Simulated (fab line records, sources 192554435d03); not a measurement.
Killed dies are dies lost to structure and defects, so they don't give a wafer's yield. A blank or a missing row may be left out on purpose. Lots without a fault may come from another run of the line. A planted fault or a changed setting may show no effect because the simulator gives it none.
fab line records | flow n5_finfet | part 1 of 2: steps 1 to 3 of 6
record lots=24 wafers=72 last_day=17
route steps=1938 shown SD_EPI_N@273 SDB@359 HKMG_FIN@431
lots that met no fault: from a run of the same line without faults
start_h: hours from the record's first day to the start of the lot's first wafer shown | wait_h: hours since the lot's step before | " the same as in the row above | L1.1+2: a row that stands for several wafers | - no value, or no start given | * or withheld: withheld | < > ~ a bound
route shown NAME@n: a module of which the file shows steps, and the number in the route of the first | usual: mean/standard deviation of fault-free wafers | same: alike in all rows | chamber/n: place in a boat | sites: the reading at each site | _std_site: their standard deviation | _edge_site: outer sites' mean less inner sites' | radius_mm: how far each site lies from the wafer's centre | mask NAME#n: copy n | behind: the tool/chamber that last shaped the wafer | hold: why the lot was held/for how many hours/how that ended | device: the transistor (n, p or np) that didn't switch | end of line: the same wafers' tests at the end of the route | a step without rows: its recipe alone | killed: dies lost to structure and defects at the first sort, not the wafer's yield | map: a wafer's dies, x killed, . not, _ none there
set.NAME: the setting as run; set.NAME@STEP: as run at that earlier step | model.NAME: the simulator's own value behind a step, which no gauge read
steps of the route over a sample of lots; a table a step, a row a wafer
services: from which hour (start_h, from the record's first day; less than 0 if before it) a tool's chamber was out of use, for how many hours, and why
## steps
# step N5_SD_EPI_N_DESCUM_14
# recipe chemistry=O2 time_s=7.9 source_power_w=50 bias_power_w=20 pressure_mtorr=20 rf_frequency_hz=2.712e+07 temp_c=40 resist=CAR-ArF-block o2_flow_sccm=225
# usual chamber_pressure_mTorr=19.999/0.026 drypump_motor_current_A=5.5/0.52 oes_product_au=0.78/0.1 rf_vpp_V=243.2/1.1 showerhead_plenum_p_Torr=2.10/0.053 throttle_valve_pct=20.56/0.23
# columns lot.wafer tool chamber start_h wait_h chamber_pressure_mTorr drypump_motor_current_A oes_product_au rf_hours_counter_h rf_vpp_V showerhead_plenum_p_Torr throttle_valve_pct
L074.1 rie_diel-06 1 52.04 0.0 20.015 5.9 0.71 181 244.0 2.08 20.69
L074.3 " 3 " " 20.009 4.8 0.72 159 245.4 2.20 20.75
L074.5 " 1 " " 20.021 5.9 0.71 - 243.9 2.08 20.70
L075.2 rie_diel-05 3 55.79 0.1 19.985 6.0 0.74 152 245.0 2.11 20.63
L075.5 " 2 " " 19.996 4.8 0.78 - 242.3 2.04 20.61
L075.6 " 1 " " 19.989 5.1 0.67 - 245.5 2.14 20.59
L076.3 rie_diel-05 1 60.84 0.0 20.028 5.1 0.68 247 243.6 2.14 20.61
L076.4 " 0 " " 20.012 5.9 1.00 1 243.7 2.04 20.30
L076.6 " 3 " " 19.980 6.1 0.74 - 242.5 2.10 20.63
L077.2 rie_diel-06 1 68.86 0.0 19.965 5.9 0.71 188 244.3 2.07 20.71
L077.4 " 3 " " 20.062 4.8 0.71 - 244.5 2.19 20.74
L077.6 " 1 " " 19.995 5.9 0.70 - 243.6 2.07 20.69
L078.4 rie_diel-06 3 73.87 0.1 20.013 4.9 0.72 168 245.2 2.19 20.76
L078.5 " 2 " " 19.988 4.7 0.70 - 243.2 2.09 20.85
L078.6 " 3 " " 20.015 4.8 0.72 - 244.3 2.19 20.76
L079.1 rie_diel-05 0 79.70 0.1 20.019 5.9 0.97 8 243.1 2.04 20.30
L079.3 " 3 " " 19.999 6.1 0.73 161 242.5 2.10 20.63
L079.5 " 2 " " 19.989 4.8 0.77 - 241.3 2.03 20.60
L080.2 rie_diel-05 2 83.72 0.0 20.003 4.8 0.77 129 242.1 2.03 20.63
L080.3 " 0 " " 20.033 5.9 0.94 11 243.2 2.03 20.29
L080.6 " 3 " " 20.012 6.1 0.73 - 242.0 2.10 20.65
L081.1 rie_diel-05 0 89.54 0.0 20.002 5.9 0.95 13 243.0 2.03 20.30
L081.4 " 3 " " 19.990 6.1 0.72 165 244.2 2.10 20.65
L081.5 " 0 " " 20.011 5.8 0.94 - 241.8 2.03 20.30
L082.2 rie_diel-05 0 102.37 0.3 19.963 5.9 0.93 17 243.3 2.03 20.31
L082.4 " 3 " " 20.008 6.1 0.72 170 242.6 2.10 20.65
L082.5 " 3 " " 19.784 6.1 0.72 - 242.2 2.10 20.67
L083.1 rie_diel-05 3 107.81 0.0 19.999 6.1 0.71 172 243.7 2.10 20.66
L083.3 " 2 " " 19.977 4.8 0.75 138 241.7 2.03 20.62
L083.4 " 0 " " 20.022 5.8 0.92 19 243.4 2.03 20.30
L084.1 rie_diel-05 2 114.16 0.0 19.993 4.8 0.76 141 242.6 2.03 20.63
L084.2 " 0 " " 19.993 5.9 0.92 21 242.5 2.03 20.31
L084.4 " 1 " " 19.981 5.1 0.91 9 245.8 2.14 20.25
L085.2 rie_diel-03 1 120.03 0.2 20.020 5.9 0.67 249 244.4 2.06 20.82
L085.3 " 3 " " 19.967 5.5 0.73 215 244.0 2.17 20.76
L085.6 " 2 " " 20.012 5.8 0.94 - 243.7 2.16 20.35
L086.2 rie_diel-06 0 129.99 0.3 20.011 5.2 0.92 15 243.9 2.13 20.01
L086.4 " 2 " " 20.037 4.7 0.69 235 243.0 2.08 20.90
L086.5 " 2 " " 20.003 4.7 0.69 - 243.9 2.08 20.88
L087.1 rie_diel-03 0 134.02 0.1 20.005 6.3 0.69 243 242.5 2.05 20.65
L087.5 " 2 " " 19.994 5.8 0.92 - 244.4 2.16 20.36
L087.6 " 0 " " 19.993 6.3 0.69 - 242.9 2.05 20.63
L088.4 rie_diel-03 2 137.14 0.0 20.002 5.7 0.93 - 243.6 2.16 20.37
L088.5 " 0 " " 20.030 6.3 0.69 - 242.8 2.05 20.64
L088.6 " 3 " " 19.971 5.5 0.72 - 244.4 2.16 20.77
L089.2 rie_diel-06 3 141.75 0.1 20.019 4.8 0.70 193 244.5 2.18 20.80
L089.5 " 0 " " 19.992 5.3 0.91 - 244.6 2.13 20.03
L089.6 " 3 " " 20.014 4.8 0.69 - 243.0 2.18 20.79
L090.2 rie_diel-05 0 148.13 0.5 19.999 5.9 0.89 33 241.9 2.03 20.33
L090.3 " 2 " " 20.018 4.9 0.75 155 240.4 2.02 20.66
L090.5 " 1 " " 20.030 5.1 0.89 - 243.5 2.13 20.28
L091.2 rie_diel-06 3 152.11 0.0 19.987 4.8 0.71 197 245.9 2.18 20.80
L091.5 " 2 " " 19.994 4.7 0.68 - 243.4 2.08 20.88
L091.6 " 1 " " 19.977 5.9 0.68 - 242.2 2.06 20.74
L092.2 rie_diel-05 1 158.17 0.0 20.011 5.0 0.86 26 244.5 2.13 20.28
L092.4 " 2 " " 20.013 4.8 0.74 159 240.9 2.02 20.68
L092.5 " 0 " " 20.007 5.9 0.90 - 243.7 2.03 20.33
L093.2 rie_diel-03 3 162.03 0.5 20.018 5.5 0.70 236 244.9 2.16 20.77
L093.3 " 1 " " 19.985 5.9 0.95 6 242.3 2.06 20.34
L093.6 " 3 " " 20.038 5.5 0.71 - 245.9 2.16 20.78
L094.2 rie_diel-06 3 170.09 0.4 20.007 4.8 0.70 204 243.9 2.18 20.81
L094.3 " 1 " " 20.002 5.9 0.68 226 244.2 2.06 20.75
L094.5 " 0 " " 19.980 5.2 0.89 - 244.3 2.13 20.06
L095.2 rie_diel-05 1 177.68 0.1 20.014 5.1 0.85 33 244.6 2.13 20.28
L095.4 " 0 " " 19.967 5.9 0.87 43 241.3 2.02 20.35
L095.5 " 1 " " 20.019 5.1 0.85 - 244.9 2.13 20.28
L096.1 rie_diel-05 1 180.85 0.0 20.033 5.1 0.85 35 244.1 2.13 20.30
L096.4 " 2 " " 19.998 4.8 0.72 168 241.5 2.02 20.66
L096.6 " 2 " " 19.938 4.8 0.72 - 242.2 2.02 20.66
L097.3 rie_diel-03 0 187.66 0.2 20.036 6.3 0.99 5 241.2 2.05 20.40
L097.4 " 2 " " 19.984 5.8 0.89 43 244.2 2.15 20.40
L097.6 " 2 " " 20.033 5.8 0.88 - 244.5 2.15 20.42
# step N5_SD_EPI_N_ETCH_45
# recipe chemistry=CH3F/O2 target=SiOCN target_depth_a=60 mask_material=SOC ion_energy_ev=60 bias_w=29 pressure_mtorr=15 source_w=410 Ar_flow_sccm=150 CH3F_flow_sccm=30 O2_flow_sccm=20
# usual chamber_pressure_mTorr=15.001/0.013 drypump_motor_current_A=5.5/0.53 oes_product_au=0.78/0.1 rf_vpp_V=127.3/0.9 showerhead_plenum_p_Torr=1.99/0.051 throttle_valve_pct=23.43/0.18
# columns lot.wafer tool chamber start_h wait_h chamber_pressure_mTorr drypump_motor_current_A oes_product_au rf_hours_counter_h rf_vpp_V showerhead_plenum_p_Torr throttle_valve_pct
L074.1 rie_diel-06 1 52.56 0.1 14.981 5.9 0.71 181 125.7 1.99 23.67
L074.3 " 3 " " 15.010 4.9 0.71 160 127.4 2.10 23.74
L074.5 " 1 " " 14.979 5.9 0.71 - 127.1 1.99 23.67
L075.2 rie_diel-05 3 56.31 0.1 14.993 6.1 0.74 152 126.9 1.99 23.38
L075.5 " 2 " " 14.990 4.8 0.79 - 126.3 1.92 23.35
L075.6 " 1 " " 15.008 5.1 0.67 - 126.8 2.04 23.49
L076.3 rie_diel-05 1 61.36 0.1 14.985 5.0 0.68 247 127.5 2.04 23.48
L076.4 " 0 " " 14.999 5.9 0.99 1 126.5 1.97 23.38
L076.6 " 3 " " 15.033 6.1 0.73 - 127.0 1.99 23.38
L077.2 rie_diel-06 1 69.37 0.1 14.994 5.9 0.69 188 127.7 1.99 23.67
L077.4 " 3 " " 15.010 4.8 0.71 - 129.0 2.10 23.72
L077.6 " 1 " " 14.984 5.9 0.70 - 127.8 1.99 23.67
L078.4 rie_diel-06 3 74.39 0.1 14.998 4.8 0.71 168 128.7 2.10 23.72
L078.5 " 2 " " 15.008 4.7 0.69 - 126.7 1.96 23.53
L078.6 " 3 " " 14.997 4.8 0.71 - 129.0 2.10 23.73
L079.1 rie_diel-05 0 80.21 0.1 14.978 5.9 0.95 9 126.5 1.96 23.38
L079.3 " 3 " " 15.028 6.1 0.72 161 128.3 1.99 23.39
L079.5 " 2 " " 15.016 4.9 0.77 - 126.2 1.92 23.36
L080.2 rie_diel-05 2 84.24 0.1 15.010 4.8 0.77 130 127.0 1.92 23.35
L080.3 " 0 " " 15.004 5.9 0.95 12 127.1 1.96 23.38
L080.6 " 3 " " 14.988 6.1 0.72 - 127.0 1.99 23.38
L081.1 rie_diel-05 0 90.06 0.1 15.012 5.9 0.94 13 126.9 1.96 23.40
L081.4 " 3 " " 15.011 6.1 0.72 165 126.3 1.99 23.39
L081.5 " 0 " " 15.031 5.9 0.95 - 126.8 1.96 23.39
L082.2 rie_diel-05 0 102.88 0.1 14.986 5.9 0.93 17 127.9 1.96 23.39
L082.4 " 3 " " 14.977 6.1 0.71 170 128.1 1.98 23.39
L082.5 " 3 " " 14.996 6.1 0.71 - 126.0 1.98 23.40
L083.1 rie_diel-05 3 108.32 0.1 15.013 6.1 0.72 172 126.7 1.98 23.40
L083.3 " 2 " " 14.997 4.8 0.76 138 127.0 1.92 23.39
L083.4 " 0 " " 14.987 5.9 0.93 19 128.3 1.96 23.39
L084.1 rie_diel-05 2 114.68 0.1 15.005 4.8 0.76 141 128.1 1.92 23.38
L084.2 " 0 " " 15.025 5.9 0.92 21 127.5 1.96 23.40
L084.4 " 1 " " 15.019 5.1 0.91 9 128.1 2.03 23.16
L085.2 rie_diel-03 1 120.55 0.1 15.000 5.9 0.68 249 128.6 1.94 23.54
L085.3 " 3 " " 15.005 5.5 0.72 216 126.8 2.04 23.41
L085.6 " 2 " " 15.003 5.8 0.95 - 127.7 2.04 23.19
L086.2 rie_diel-06 0 130.51 0.1 15.010 5.2 0.93 15 128.5 2.05 23.15
L086.4 " 2 " " 14.983 4.7 0.68 236 125.9 1.95 23.55
L086.5 " 2 " " 15.000 4.7 0.69 - 127.5 1.95 23.55
L087.1 rie_diel-03 0 134.54 0.1 15.009 6.3 0.68 243 128.1 1.98 23.69
L087.5 " 2 " " 15.000 5.8 0.93 - 128.3 2.04 23.22
L087.6 " 0 " " 14.983 6.3 0.68 - 128.4 1.98 23.68
L088.4 rie_diel-03 2 137.69 0.1 15.006 5.8 0.93 - 127.5 2.04 23.21
L088.5 " 0 " " 15.039 6.2 0.68 - 128.2 1.98 23.67
L088.6 " 3 " " 14.996 5.5 0.71 - 128.1 2.03 23.43
L089.2 rie_diel-06 3 142.27 0.1 14.997 4.8 0.70 193 128.3 2.09 23.77
L089.5 " 0 " " 15.002 5.2 0.92 - 128.4 2.05 23.16
L089.6 " 3 " " 14.999 4.8 0.70 - 127.2 2.09 23.78
L090.2 rie_diel-05 0 148.65 0.1 14.983 5.9 0.90 34 127.2 1.96 23.42
L090.3 " 2 " " 15.005 4.8 0.74 156 126.4 1.91 23.39
L090.5 " 1 " " 14.989 5.1 0.87 - 127.3 2.03 23.17
L091.2 rie_diel-06 3 152.62 0.1 15.011 4.8 0.71 198 129.2 2.09 23.77
L091.5 " 2 " " 14.993 4.7 0.67 - 126.5 1.95 23.54
L091.6 " 1 " " 14.987 5.9 0.68 - 126.3 1.98 23.74
L092.2 rie_diel-05 1 158.69 0.1 14.987 5.1 0.87 26 127.8 2.03 23.20
L092.4 " 2 " " 14.987 4.8 0.74 159 127.2 1.91 23.40
L092.5 " 0 " " 14.996 5.9 0.89 - 128.1 1.95 23.41
L093.2 rie_diel-03 3 162.55 0.1 15.000 5.5 0.70 236 127.4 2.03 23.44
L093.3 " 1 " " 15.015 5.9 0.96 6 128.7 1.94 23.08
L093.6 " 3 " " 14.995 5.5 0.70 - 126.9 2.03 23.43
L094.2 rie_diel-06 3 170.61 0.1 15.025 4.8 0.69 204 126.9 2.09 23.79
L094.3 " 1 " " 14.992 5.9 0.66 227 128.0 1.97 23.75
L094.5 " 0 " " 14.982 5.2 0.90 - 125.4 2.05 23.17
L095.2 rie_diel-05 1 178.87 0.1 14.986 5.1 0.85 34 128.0 2.02 23.20
L095.4 " 0 " " 14.987 5.9 0.88 43 127.0 1.95 23.45
L095.5 " 1 " " 15.013 5.1 0.85 - 127.2 2.02 23.21
L096.1 rie_diel-05 1 181.36 0.1 14.992 5.0 0.87 35 127.8 2.02 23.20
L096.4 " 2 " " 15.009 4.8 0.73 168 126.0 1.91 23.42
L096.6 " 2 " " 14.991 4.8 0.74 - 126.1 1.91 23.42
L097.3 rie_diel-03 0 188.18 0.1 14.992 6.3 0.96 5 127.4 1.98 23.56
L097.4 " 2 " " 15.029 5.8 0.90 43 128.1 2.03 23.25
L097.6 " 2 " " 15.002 5.8 0.91 - 126.8 2.03 23.24
# step N5_SD_EPI_N_INSPECT_26
# recipe inspect_instrument=darkfield mode=post_epi
# usual raw_defect_count=205/37
# columns lot.wafer tool chamber start_h wait_h raw_defect_count
L074.1 defect_inspect-01 - 56.01 0.1 177
L074.3 " - " " 264
L074.5 " - " " 236
L075.2 defect_inspect-02 - 60.10 0.1 201
L075.5 " - " " 233
L075.6 " - " " 209
L076.3 defect_inspect-02 - 64.79 0.1 223
L076.4 " - " " 205
L076.6 " - " " 222
L077.2 defect_inspect-01 - 72.83 0.1 207
L077.4 " - " " 164
L077.6 " - " " 163
L078.4 defect_inspect-01 - 77.93 0.1 278
L078.5 " - " " 188
L078.6 " - " " 246
L079.1 defect_inspect-02 - 83.77 0.1 125
L079.3 " - " " 190
L079.5 " - " " 210
L080.2 defect_inspect-02 - 87.69 0.1 196
L080.3 " - " " 184
L080.6 " - " " 191
L081.1 defect_inspect-01 - 94.95 0.1 223
L081.4 " - " " 214
L081.5 " - " " 156
L082.2 defect_inspect-02 - 106.53 0.1 232
L082.4 " - " " 205
L082.5 " - " " 192
L083.1 defect_inspect-02 - 112.95 0.1 145
L083.3 " - " " 181
L083.4 " - " " 195
L084.1 defect_inspect-01 - 118.14 0.1 190
L084.2 " - " " 198
L084.4 " - " " 199
L085.2 defect_inspect-01 - 124.16 0.1 188
L085.3 " - " " 210
L085.6 " - " " 158
L086.2 defect_inspect-01 - 134.08 0.1 210
L086.4 " - " " 186
L086.5 " - " " 155
L087.1 defect_inspect-02 - 138.05 0.1 300
L087.5 " - " " 257
L087.6 " - " " 194
L088.4 defect_inspect-02 - 141.96 0.1 250
L088.5 " - " " 193
L088.6 " - " " 242
L089.2 defect_inspect-01 - 145.74 0.1 209
L089.5 " - " " 226
L089.6 " - " " 149
L090.2 defect_inspect-02 - 153.28 0.1 142
L090.3 " - " " 188
L090.5 " - " " 197
L091.2 defect_inspect-01 - 157.21 0.1 157
L091.5 " - " " 178
L091.6 " - " " 156
L092.2 defect_inspect-01 - 162.43 0.1 210
L092.4 " - " " 258
L092.5 " - " " 244
L093.2 defect_inspect-02 - 168.13 0.1 342
L093.3 " - " " 217
L093.6 " - " " 236
L094.2 defect_inspect-02 - 174.23 0.1 192
L094.3 " - " " 192
L094.5 " - " " 214
L095.2 defect_inspect-01 - 182.57 0.1 177
L095.4 " - " " 155
L095.5 " - " " 213
L096.1 defect_inspect-01 - 185.98 0.1 234
L096.4 " - " " 231
L096.6 " - " " 162
L097.3 defect_inspect-01 - 191.63 0.1 149
L097.4 " - " " 128
L097.6 " - " " 149
